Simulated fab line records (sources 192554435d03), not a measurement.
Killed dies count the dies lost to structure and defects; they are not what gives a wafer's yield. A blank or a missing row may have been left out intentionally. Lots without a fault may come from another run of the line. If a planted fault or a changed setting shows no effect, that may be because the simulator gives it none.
fab line records	flow n5Finfet
[record] lots = 8	wafers = 24	lastDay = 16
route steps=1938 shown BEOL_M0_SAQP@692 BEOL_M0_CUTY@710 BEOL_M4@1111 PASSIVATION@1936
lots that met no fault: taken from a fault-free run of the same line
startH: the number of hours between the record's first day and the start of the first shown wafer of the lot	waitH: how many hours have passed since the lot's step before this one	" identical to the entry in the row above	L1.1+2: one row covering several wafers at once	- value missing, or start not given	* or withheld: withheld	< > ~ a bound
route shown NAME@n: names a module that has steps shown in the file, with the first one's number in the route	usual: mean/standard deviation taken from wafers without a fault	same: alike in all rows	chamber/n: place in a boat	sites: per-site readings	_std_site: standard deviation of those values	_edge_site: inner sites' mean taken away from outer sites' mean	radiusMm: for every site, how far away it sits from the centre of the wafer	mask NAME#n: copy n	behind: the most recent tool/chamber to have shaped the wafer	hold: reason for holding the lot/hours on hold/outcome of the hold	device: names the non-switching transistor (n, p or np)	end of line: tests of these same wafers at the route's end	a step without rows: its recipe alone	killed: dies that structure and defects cost at the first sort, which is not the same as the wafer's yield	map: shows each die of a wafer: x if killed, . if not, _ if none is there
set.NAME: the setting the step ran with; set.NAME@STEP: the setting that earlier step ran with	model.NAME: the simulator's own value behind a step, which no gauge read
steps of the route over a sample of lots; a table a step, a row a wafer
services: from which hour (startH, from the record's first day; less than 0 if before it) a tool's chamber was out of use, for how many hours, and why
[[steps]]
[step N5_BEOL_M0_SAQP_DESCUM_45]
[recipe] chemistry = O2	timeS = 7	sourcePowerW = 50	biasPowerW = 20	pressureMtorr = 20	rfFrequencyHz = 2.712e+07	tempC = 40	resist = CAR-EUV	o2FlowSccm = 225
[usual] drypumpMotorCurrentA = 5.8/0.39	o2FlowSccm = 225.1/0.66	oesProductAu = 0.76/0.074	rfVppV = 243.0/1.4	showerheadPlenumPTorr = 2.08/0.074	throttleValvePct = 20.42/0.24
lot.wafer	tool	chamber	startH	waitH	drypumpMotorCurrentA	o2FlowSccm	oesProductAu	rfHoursCounterH	rfVppV	showerheadPlenumPTorr	throttleValvePct
L654.1	rieDiel-03	3	125.14	0.0	5.5	223.8	0.71	168	247.0	2.18	20.40
L654.4	"	1	"	"	5.7	225.2	0.79	125	243.0	2.09	20.13
L654.6	"	1	"	"	5.7	225.0	0.79	-	243.5	2.09	20.14
L659.2	rieDiel-02	3	147.75	0.0	4.9	223.7	0.73	192	241.2	2.01	20.89
L659.3	"	0	"	"	5.7	224.6	0.65	243	243.0	2.15	20.57
L659.6	"	2	"	"	5.8	225.8	0.77	-	245.2	2.10	20.61
L662.4	rieDiel-03	2	166.76	0.1	6.0	225.4	0.77	162	242.5	2.00	20.46
L662.5	"	2	"	"	6.0	226.1	0.77	-	240.7	2.00	20.45
L662.6	"	3	"	"	5.5	224.2	0.71	-	244.6	2.17	20.42
L664.2	rieDiel-04	1	177.87	0.0	5.2	223.4	0.69	235	244.6	2.16	20.65
L664.3	"	3	"	"	6.3	224.9	0.88	47	244.4	2.24	20.58
L664.5	"	3	"	"	6.3	225.3	0.87	-	245.2	2.24	20.58
L663.3	rieDiel-04	2	178.39	0.0	5.8	225.6	0.74	163	242.0	2.06	20.26
L663.4	"	3	"	"	6.3	223.9	0.87	-	245.7	2.23	20.59
L663.5	"	1	"	"	5.2	225.0	0.68	-	243.8	2.16	20.66
L668.4	rieDiel-03	0	201.11	0.0	5.9	225.7	0.85	60	243.0	2.02	20.12
L668.5	"	3	"	"	5.5	225.4	0.70	-	244.0	2.17	20.45
L668.6	"	0	"	"	5.9	226.4	0.86	-	241.6	2.02	20.11
L669.1	rieDiel-03	1	210.77	0.0	5.7	225.7	0.76	151	244.7	2.08	20.17
L669.3	"	0	"	"	5.9	225.6	0.84	62	241.4	2.02	20.13
L669.5	"	0	"	"	5.9	225.4	0.85	-	242.7	2.02	20.11
L670.3	rieDiel-03	2	212.97	0.2	6.0	224.7	0.76	175	241.3	1.99	20.49
L670.5	"	2	"	"	6.0	224.8	0.76	-	242.1	1.99	20.45
L670.6	"	1	"	"	5.7	225.9	0.76	-	243.1	2.08	20.20
[step N5_BEOL_M0_SAQP_CUT_ETCH_46]
[recipe] chemistry = N2/H2	target = SOC	targetDepthA = 1350	overetchA = 270	tempC = 40	timeS = 202.5	ionEnergyEv = 200	maskMaterial = SiARC	pressureMtorr = 30	sourceW = 840	biasW = 150	n2FlowSccm = 200	h2FlowSccm = 200
[usual] biasW = 150.0/0.43	drypumpMotorCurrentA = 5.8/0.39	rfVppV = 523.6/2.3	showerheadPlenumPTorr = 2.53/0.086	throttleValvePct = 17.85/0.21
lot.wafer	tool	chamber	startH	waitH	biasW	drypumpMotorCurrentA	rfHoursCounterH	rfVppV	showerheadPlenumPTorr	throttleValvePct
L654.1	rieDiel-03	3	125.22	0.0	150.2	5.5	168	525.4	2.65	17.80
L654.4	"	1	"	"	151.1	5.7	125	523.7	2.55	17.57
L654.6	"	1	"	"	150.7	5.7	-	524.1	2.55	17.55
L659.2	rieDiel-02	3	147.83	0.0	150.7	4.9	192	521.6	2.42	18.08
L659.3	"	0	"	"	149.1	5.7	243	526.1	2.63	18.13
L659.6	"	2	"	"	150.4	5.9	-	523.3	2.55	18.08
L662.4	rieDiel-03	2	166.84	0.0	150.0	6.1	162	520.7	2.45	17.94
L662.5	"	2	"	"	150.0	6.0	-	520.3	2.45	17.95
L662.6	"	3	"	"	150.1	5.5	-	526.0	2.65	17.80
L664.2	rieDiel-04	1	177.95	0.0	149.9	5.2	235	526.5	2.62	18.07
L664.3	"	3	"	"	149.9	6.3	48	528.4	2.70	17.85
L664.5	"	3	"	"	150.4	6.3	-	528.1	2.70	17.86
L663.3	rieDiel-04	2	178.47	0.0	150.2	5.8	163	523.0	2.53	17.68
L663.4	"	3	"	"	149.3	6.3	-	528.2	2.70	17.86
L663.5	"	1	"	"	150.2	5.2	-	525.2	2.62	18.07
L668.4	rieDiel-03	0	201.19	0.0	149.8	5.9	60	523.6	2.47	17.60
L668.5	"	3	"	"	150.0	5.5	-	526.1	2.64	17.81
L668.6	"	0	"	"	149.3	5.9	-	521.9	2.47	17.60
L669.1	rieDiel-03	1	210.86	0.0	149.3	5.7	152	524.5	2.54	17.60
L669.3	"	0	"	"	150.0	5.9	62	520.1	2.46	17.58
L669.5	"	0	"	"	150.0	5.9	-	521.3	2.46	17.60
L670.3	rieDiel-03	2	213.05	0.0	150.1	6.0	175	521.1	2.44	17.99
L670.5	"	2	"	"	149.8	6.0	-	522.8	2.44	17.98
L670.6	"	1	"	"	150.4	5.7	-	524.5	2.54	17.60
[step N5_BEOL_M0_SAQP_ALD_48]
[recipe] material = SiO2	targetThkA = 200	tempC = 100	aldPrecursorFamily = BDEAS	aldCoReactant = O2-plasma	pulseTimeS = 1	coReactantPulseTimeS = 1	purgeTimeS = 2	coReactantPurgeTimeS = 2	aldCycles = 139	pressureTorr = 2
[usual] heaterPowerW = 81/6.2	precursorPulseHeightRel = 0.998/0.02
[same] pulseTimeS = 1
lot.wafer	tool	chamber	startH	waitH	heaterPowerW	precursorPulseHeightRel
L654.1	aldSin-04	1	125.55	0.2	71	0.997
L654.4	"	2	"	"	81	1.014
L654.6	"	2	"	"	83	0.989
L659.2	aldSin-03	1	148.03	0.0	74	1.022
L659.3	"	0	"	"	91	0.968
L659.6	"	0	"	"	88	1.007
L662.4	aldSin-03	1	167.04	0.0	76	1.030
L662.5	"	3	"	"	84	0.970
L662.6	"	0	"	"	91	0.983
L664.2	aldSin-04	2	178.15	0.0	82	0.991
L664.3	"	1	"	"	70	0.950
L664.5	"	1	"	"	71	0.967
L663.3	aldSin-04	3	178.92	0.3	80	0.987
L663.4	"	1	"	"	71	0.993
L663.5	"	1	"	"	72	0.990
L668.4	aldSin-04	3	201.39	0.0	79	0.980
L668.5	"	2	"	"	82	0.961
L668.6	"	1	"	"	71	1.004
L669.1	aldSin-01	3	211.06	0.0	89	1.016
L669.3	"	3	"	"	88	0.982
L669.5	"	3	"	"	92	1.049
L670.3	aldSin-04	0	213.25	0.0	87	0.964
L670.5	"	3	"	"	79	1.007
L670.6	"	2	"	"	83	0.994
[step N5_BEOL_M0_CUTY_INSPECT_59]
[recipe] mode = adi	inspectInstrument = macro
[usual] rawDefectCount = 1.9/1.4
lot.wafer	tool	chamber	startH	waitH	rawDefectCount
L654.1	defectInspect-02	-	126.63	0.0	1
L654.4	"	-	"	"	3
L654.6	"	-	"	"	4
L659.2	defectInspect-01	-	149.11	0.0	2
L659.3	"	-	"	"	4
L659.6	"	-	"	"	1
L662.4	defectInspect-01	-	168.12	0.0	1
L662.5	"	-	"	"	0
L662.6	"	-	"	"	1
L664.2	defectInspect-02	-	179.10	0.0	4
L664.3	"	-	"	"	0
L664.5	"	-	"	"	1
L663.3	defectInspect-01	-	179.87	0.0	0
L663.4	"	-	"	"	5
L663.5	"	-	"	"	1
L668.4	defectInspect-02	-	202.34	0.0	0
L668.5	"	-	"	"	2
L668.6	"	-	"	"	0
L669.1	defectInspect-02	-	212.38	0.0	1
L669.3	"	-	"	"	3
L669.5	"	-	"	"	2
L670.3	defectInspect-01	-	214.49	0.0	3
L670.5	"	-	"	"	5
L670.6	"	-	"	"	>300
[step N5_BEOL_M0_CUTY_ETCH_63]
[recipe] chemistry = N2/H2	target = SOC	targetDepthA = 827	overetchA = 165	maskMaterial = SiARC	tempC = 40	ionEnergyEv = 200	timeS = 124	pressureMtorr = 30	sourceW = 840	biasW = 150	n2FlowSccm = 200	h2FlowSccm = 200
[usual] biasW = 149.9/0.5	drypumpMotorCurrentA = 5.6/0.57	oesProductAu = 0.64/0.068	rfVppV = 523.1/2.1	showerheadPlenumPTorr = 2.52/0.068	throttleValvePct = 17.8/0.31
lot.wafer	tool	chamber	startH	waitH	biasW	drypumpMotorCurrentA	oesProductAu	rfHoursCounterH	rfVppV	showerheadPlenumPTorr	throttleValvePct
L654.1	rieDiel-01	1	127.42	0.0	149.6	5.0	0.62	142	523.3	2.55	17.7
L654.4	"	0	"	"	150.0	4.9	0.68	87	521.2	2.47	17.8
L654.6	"	3	"	"	149.9	5.2	0.58	-	524.9	2.53	18.1
L659.2	rieDiel-01	2	149.22	0.0	150.6	6.4	0.70	56	524.1	2.57	17.2
L659.3	"	3	"	"	149.9	5.3	0.57	237	523.2	2.52	18.1
L659.6	"	1	"	"	149.3	5.1	0.62	-	523.2	2.54	17.8
L662.4	rieDiel-06	0	168.23	0.0	149.4	5.6	0.63	162	523.8	2.53	17.7
L662.5	"	3	"	"	150.3	5.5	0.56	-	521.9	2.44	18.3
L662.6	"	2	"	"	149.8	6.6	0.56	-	520.1	2.41	17.9
L664.2	rieDiel-01	0	179.46	0.0	149.6	4.9	0.66	109	521.4	2.46	17.9
L664.3	"	2	"	"	149.3	6.4	0.68	68	525.5	2.57	17.3
L664.5	"	2	"	"	150.1	6.5	0.68	-	524.3	2.57	17.2
L663.3	rieDiel-01	1	179.98	0.0	149.8	5.0	0.61	162	524.1	2.54	17.8
L663.4	"	2	"	"	149.6	6.4	0.69	68	525.3	2.57	17.2
L663.5	"	1	"	"	149.2	5.0	0.61	-	524.9	2.54	17.8
L668.4	rieDiel-06	2	202.56	0.0	149.9	6.6	0.84	1	527.9	2.72	17.5
L668.5	"	1	"	"	150.5	4.9	0.61	-	520.0	2.44	18.1
L668.6	"	2	"	"	149.5	6.7	0.84	-	529.9	2.72	17.5
L669.1	rieDiel-01	3	212.50	0.0	150.4	5.2	0.80	4	521.6	2.51	17.7
L669.3	"	1	"	"	150.2	5.1	0.60	174	524.8	2.54	17.8
L669.5	"	3	"	"	149.7	5.2	0.80	-	521.8	2.51	17.7
L670.3	rieDiel-05	1	214.61	0.0	150.2	5.8	0.58	253	521.7	2.49	17.9
L670.5	"	1	"	"	150.7	5.8	0.57	-	522.1	2.49	18.0
L670.6	"	0	"	"	150.2	6.1	0.71	-	522.0	2.48	17.5
[step N5_BEOL_M4_RC_MEAS_101]
[usual] DIBL_N = 36.0/1.8	DIBL_P = 36.3/2.4	IOFF_N = 0.16/0.035	IOFF_P = 0.21/0.036	ION_N = 673/13	ION_P = 461/7.2	SS_N = 71.4/0.6	SS_P = 73.2/0.7	VT_N = 250/4	VT_P = -250.9/2.9
lot.wafer	tool	chamber	startH	waitH	DIBL_N[mV/V]	DIBL_P[mV/V]	IOFF_N[nA/um]	IOFF_P[nA/um]	ION_N[uA/um]	ION_P[uA/um]	SS_N[mV/dec]	SS_P[mV/dec]	VT_N[mV]	VT_P[mV]
L654.1	prober-02	0	188.25	0.0	36.7	38.2	0.19	0.25	675	465	72.5	73.7	248	-248.4
L654.4	"	0	"	"	34.7	33.9	0.14	0.17	666	457	72.2	72.5	250	-252.9
L654.6	"	0	"	"	39.2	41.4	0.25	0.32	693	473	72.8	74.6	242	-245.7
L659.2	prober-01	0	215.20	0.2	35.3	37.0	0.15	0.20	675	464	71.0	73.5	249	-252.4
L659.3	"	0	"	"	35.7	36.7	0.15	0.20	666	459	71.3	73.3	253	-251.4
L659.6	"	0	"	"	32.9	34.1	0.11	0.16	668	465	71.0	72.7	255	-253.0
L664.2	prober-01	0	227.39	0.2	35.3	35.9	0.13	0.21	668	464	70.6	73.9	255	-250.9
L664.3	"	0	"	"	34.6	35.0	0.13	0.19	673	473	70.6	73.0	253	-252.9
L664.5	"	0	"	"	32.8	32.3	0.10	0.15	657	458	70.4	71.3	259	-252.3
L662.4	prober-01	0	242.86	0.5	36.3	36.1	0.17	0.20	683	464	71.6	73.7	247	-252.8
L662.5	"	0	"	"	36.3	36.3	0.16	0.20	686	464	71.9	73.7	249	-252.5
L662.6	"	0	"	"	39.2	39.5	0.24	0.26	691	459	72.2	74.0	244	-249.3
L663.3	prober-02	0	244.31	0.3	36.3	37.7	0.18	0.22	682	457	71.2	74.1	248	-251.5
L663.4	"	0	"	"	34.5	34.6	0.15	0.18	671	456	70.8	72.5	248	-252.5
L663.5	"	0	"	"	36.6	37.1	0.19	0.21	683	464	71.7	73.6	244	-253.3
L668.4	prober-02	0	264.83	0.5	37.1	38.8	0.18	0.21	677	459	71.9	73.7	249	-252.9
L668.5	"	0	"	"	34.1	35.2	0.12	0.16	658	452	70.2	72.8	256	-257.1
L668.6	"	0	"	"	35.4	36.9	0.13	0.17	653	448	71.9	72.6	256	-255.8
L669.1	prober-01	0	275.95	0.0	35.5	34.3	0.13	0.18	662	454	70.9	72.9	255	-251.6
L669.3	"	0	"	"	32.1	31.1	0.09	0.13	640	441	70.4	72.0	259	-256.4
L669.5	"	0	"	"	34.3	32.7	0.11	0.15	664	460	70.6	72.1	256	-255.7
L670.3	prober-02	0	280.20	0.3	35.5	37.7	0.18	0.22	683	467	70.6	73.8	247	-248.6
L670.5	"	0	"	"	34.0	35.7	0.14	0.19	682	469	71.1	72.9	251	-251.5
L670.6	"	0	"	"	36.1	37.6	0.17	0.23	680	457	71.8	73.7	247	-248.3
[step N5_PASSIVATION_PROBE_49]
[usual] defectLimitedYield = 91.2/1.4	killed_at_M0_to_M3 = 35/11	killed_at_M4_up = 14/5.6	killedAtContacts = 12/5.6	killedAtFrontEnd = 38/11	killedAtOther = 4/3.4	killedDies = 103/17	killedOpen = 68/12	killedShort = 33/8.8	sort_bin_4_leakage = 0.00/0.007	sort_bin_5_function = 5.1/0.89	sort_bin_6_memory = 3.3/0.71	sortNPass = 1077/17	sortYieldPct = 91.2/1.4
[same] grossDies = 1180	killedAtBackSide = 0	sort_bin_8_speed[%] = 0
lot.wafer	tool	chamber	startH	waitH	defectLimitedYield[%]	killed_at_M0_to_M3	killed_at_M4_up	killedAtContacts	killedAtFrontEnd	killedAtOther	killedDies	killedOpen	killedShort	sort_bin_4_leakage[%]	sort_bin_5_function[%]	sort_bin_6_memory[%]	sortNPass	sortYieldPct[%]
L659.2	prober-02	-	325.59	0.1	90.1	44	11	9	47	6	117	67	48	0	5.3	4.2	1063	90.1
L659.3	prober-02	-	325.64	0.1	91.1	42	11	4	40	8	105	58	39	0	5.3	3.2	1075	91.1
L659.6	prober-02	-	325.79	0.3	90.6	45	18	5	38	5	111	69	37	0	5.3	3.6	1069	90.6
L664.2	prober-01	-	335.22	0.1	91.4	48	10	7	30	6	101	65	35	0	4.2	4.1	1079	91.4
L664.3	prober-01	-	335.27	0.1	90.5	39	11	22	35	5	112	67	44	0	5.3	3.7	1068	90.5
L664.5	prober-01	-	335.37	0.2	91.7	31	15	9	40	3	98	68	29	0	4.8	3.1	1082	91.7
L662.4	prober-02	-	347.16	0.2	90.8	38	15	6	40	10	109	59	50	0	4.6	4.1	1071	90.8
L662.5	prober-02	-	347.21	0.2	91.4	33	14	17	33	4	101	63	38	0	5.3	3.1	1079	91.4
L662.6	prober-02	-	347.26	0.3	91.9	32	14	9	38	3	96	58	34	0	4.7	2.7	1084	91.9
L663.3	prober-01	-	352.71	0.1	93.4	25	17	4	29	3	78	59	18	0	4.3	2.1	1102	93.4
L663.4	prober-01	-	352.76	0.2	93.1	30	9	10	32	1	82	57	25	0	3.8	3.1	1098	93.1
L663.5	prober-01	-	352.81	0.2	94.9	29	8	3	20	0	60	42	15	0	2.8	2.2	1120	94.9
L670.3	prober-01	-	395.27	0.8	90.7	37	12	6	52	3	110	58	50	0	5.3	3.6	1070	90.7
L670.5	prober-01	-	395.37	0.9	90.7	51	10	15	33	1	110	69	39	0	5.6	3.5	1070	90.7
L670.6	prober-01	-	395.42	1.0	78.5	184	14	12	43	1	254	65	47	0	12.7	5.1	926	78.5
// killed by level:class
L659.2 BEOL_M0_SAQP:geometricParticle:short=11 FIN_SAQP:geometricParticle:short=10 BEOL_M0_SAQP:geometricParticle:open=9 FIN_SAQP:geometricParticle:open=7 GATE_CUT:geometricParticle:short=6 MOL_CONTACT_COAG:geometricParticle:open=6 BEOL_M2:geometricParticle:open=6 BEOL_M3:geometricParticle:open=6
L659.3 BEOL_M0_SAQP:geometricParticle:open=14 BEOL_M0_SAQP:geometricParticle:short=10 FIN_SAQP:geometricParticle:short=9 BEOL_M1:geometricParticle:open=8 FIN_SAQP:geometricParticle:open=7 STARTING-WAFER:geometricParticle:open=5 BEOL_M3:geometricParticle:open=4 MOL_CONTACT_COAG:geometricParticle:open=4
L659.6 BEOL_M0_SAQP:geometricParticle:short=13 FIN_SAQP:geometricParticle:short=8 BEOL_M0_SAQP:geometricParticle:open=8 BEOL_M1:geometricParticle:open=8 BEOL_M2:geometricParticle:open=8 BEOL_M5:geometricParticle:open=7 STARTING-WAFER:geometricParticle:open=6 MOL_CONTACT_COAG:geometricParticle:open=5
L664.2 BEOL_M0_SAQP:geometricParticle:short=10 BEOL_M3:geometricParticle:open=10 BEOL_M0_SAQP:geometricParticle:open=9 BEOL_M2:geometricParticle:open=8 MOL_CONTACT_COAG:geometricParticle:open=7 FIN_SAQP:geometricParticle:open=6 STI_FIN_REVEAL:geometricParticle:open=6 BEOL_M2:geometricParticle:short=6
L664.3 MOL_CONTACT_COAG:geometricParticle:open=19 BEOL_M3:geometricParticle:open=12 BEOL_M0_SAQP:geometricParticle:short=10 BEOL_M2:geometricParticle:open=9 BEOL_M4:geometricParticle:short=8 FIN_SAQP:geometricParticle:open=7 FIN_SAQP:geometricParticle:short=6 GATE_CUT:geometricParticle:short=5
L664.5 STI_FIN_REVEAL:geometricParticle:open=13 BEOL_M0_SAQP:geometricParticle:open=8 MOL_CONTACT_COAG:geometricParticle:open=7 BEOL_M5:geometricParticle:open=7 FIN_SAQP:geometricParticle:short=5 BEOL_M2:geometricParticle:open=5 BEOL_M3:geometricParticle:open=5 FIN_SAQP:geometricParticle:open=4
L662.4 BEOL_M1:geometricParticle:open=13 FIN_SAQP:geometricParticle:short=10 BEOL_M4:geometricParticle:open=7 FIN_SAQP:geometricParticle:open=6 BEOL_M3:geometricParticle:open=6 MOL_CONTACT_COAG:geometricParticle:open=5 BEOL_M1:geometricParticle:short=5 STARTING-WAFER:geometricParticle:short=5
L662.5 MOL_CONTACT_COAG:geometricParticle:open=15 FIN_SAQP:geometricParticle:short=11 BEOL_M0_SAQP:geometricParticle:short=5 BEOL_M0_SAQP:geometricParticle:open=5 BEOL_M1:geometricParticle:open=5 BEOL_M3:geometricParticle:open=5 FIN_SAQP:geometricParticle:open=4 BEOL_M2:geometricParticle:open=4
L662.6 FIN_SAQP:geometricParticle:open=8 BEOL_M2:geometricParticle:open=8 STARTING-WAFER:geometricParticle:short=8 MOL_CONTACT_COAG:geometricParticle:open=7 BEOL_M0_SAQP:geometricParticle:short=7 BEOL_M4:geometricParticle:open=6 BEOL_M0_SAQP:geometricParticle:open=5 FIN_SAQP:geometricParticle:short=4
L663.3 FIN_SAQP:geometricParticle:open=7 STI_FIN_REVEAL:geometricParticle:open=6 BEOL_M3:geometricParticle:open=6 BEOL_M0_SAQP:geometricParticle:open=5 MOL_CONTACT_COAG:geometricParticle:open=4 BEOL_M6:geometricParticle:short=4 BEOL_M0_SAQP:geometricParticle:short=4 BEOL_M2:geometricParticle:open=4
L663.4 FIN_SAQP:geometricParticle:open=14 BEOL_M2:geometricParticle:open=13 FIN_SAQP:geometricParticle:short=7 MOL_CONTACT_COAG:geometricParticle:open=7 BEOL_M3:geometricParticle:open=6 BEOL_M0_SAQP:geometricParticle:open=4 MOL_CONTACT_COAG:geometricParticle:short=3 BEOL_M4:geometricParticle:open=3
L663.5 BEOL_M2:geometricParticle:open=8 FIN_SAQP:geometricParticle:open=6 BEOL_M0:geometricParticle:open=6 FIN_SAQP:geometricParticle:short=5 BEOL_M3:geometricParticle:open=4 BEOL_M5:geometricParticle:open=3 ILD0:geometricParticle:short=2 GATE_CUT:geometricParticle:short=2
L670.3 STI_FIN_REVEAL:geometricParticle:open=12 FIN_SAQP:geometricParticle:short=10 BEOL_M3:geometricParticle:open=9 BEOL_M0_SAQP:geometricParticle:short=9 FIN_SAQP:geometricParticle:open=8 GATE_CUT:geometricParticle:short=8 STI_FIN_REVEAL:geometricParticle:short=7 BEOL_M0_SAQP:geometricParticle:open=7
L670.5 MOL_CONTACT_COAG:geometricParticle:open=15 BEOL_M1:geometricParticle:open=11 BEOL_M0_SAQP:geometricParticle:open=9 GATE_CUT:geometricParticle:short=8 BEOL_M0_SAQP:geometricParticle:short=8 BEOL_M0:geometricParticle:open=7 BEOL_M1:geometricParticle:short=6 BEOL_M3:geometricParticle:open=6
L670.6 BEOL_M0_SAQP:unspecified=140 FIN_SAQP:geometricParticle:short=12 MOL_CONTACT_COAG:geometricParticle:open=11 BEOL_M1:geometricParticle:open=9 BEOL_M4:geometricParticle:open=9 BEOL_M1:geometricParticle:short=7 BEOL_M0_SAQP:geometricParticle:short=6 BEOL_M0:geometricParticle:open=6
[[services]]
tool	chamber	startH	hours	kind
rieDiel-04	3	116.29	12.9	repair
rieDiel-05	-	147.49	16.3	repair
rieDiel-01	1	164.18	2.6	repair
rieDiel-02	0	174.77	-	clean
rieDiel-02	0	174.77	-	consumableReplace:focusRing
rieDiel-02	0	174.77	19.6	scheduledDown
rieDiel-02	0	174.77	19.6	ventCycle
rieDiel-04	0	176.83	7.2	repair
aldSin-01	-	178.71	0.8	pm
rieDiel-01	3	181.79	-	clean
rieDiel-01	3	181.79	-	consumableReplace:focusRing
rieDiel-01	3	181.79	19.2	scheduledDown
rieDiel-01	3	181.79	19.2	ventCycle
rieDiel-06	2	186.97	-	clean
rieDiel-06	2	186.97	-	consumableReplace:focusRing
rieDiel-06	2	186.97	-	consumableReplace:showerhead
rieDiel-06	2	186.97	13.7	scheduledDown
rieDiel-06	2	186.97	13.7	ventCycle
rieDiel-02	1	194.32	-	clean
rieDiel-02	1	194.32	-	consumableReplace:focusRing
rieDiel-02	1	194.32	25.5	scheduledDown
rieDiel-02	1	194.32	25.5	ventCycle
aldSin-01	1	195.26	18.3	repair
rieDiel-04	0	204.06	8.8	repair
[[key]]
[firstSign] step = N5_BEOL_M0_CUTY_INSPECT_59	reading = rawDefectCount	direction = up	sigmas = 99+	usual = 1.9	struck = >300
[effect] step = N5_PASSIVATION_PROBE_49	reading = killed_at_M0_to_M3	direction = up	sigmas = 14	usual = 35	struck = 184
[moreKillsBornAt] N5_BEOL_M0_SAQP_ALD_48@aldSin-04 = 140
metAt N5_BEOL_M0_SAQP_ALD_48
struckLots L670
struckWafers L670.6
notActingAt N5_BEOL_M0_SAQP_DESCUM_45,N5_BEOL_M0_SAQP_CUT_ETCH_46,N5_BEOL_M0_CUTY_ETCH_63
onsetBetween 201.39 213.25
[fault] kind = chamberParticleSource	tool = aldSin-04	chamber = 2	onsetH = 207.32	steps = N5_BEOL_M0_SAQP_ALD_48	ratePerVisitCm2 = 1.3765	endH = 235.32
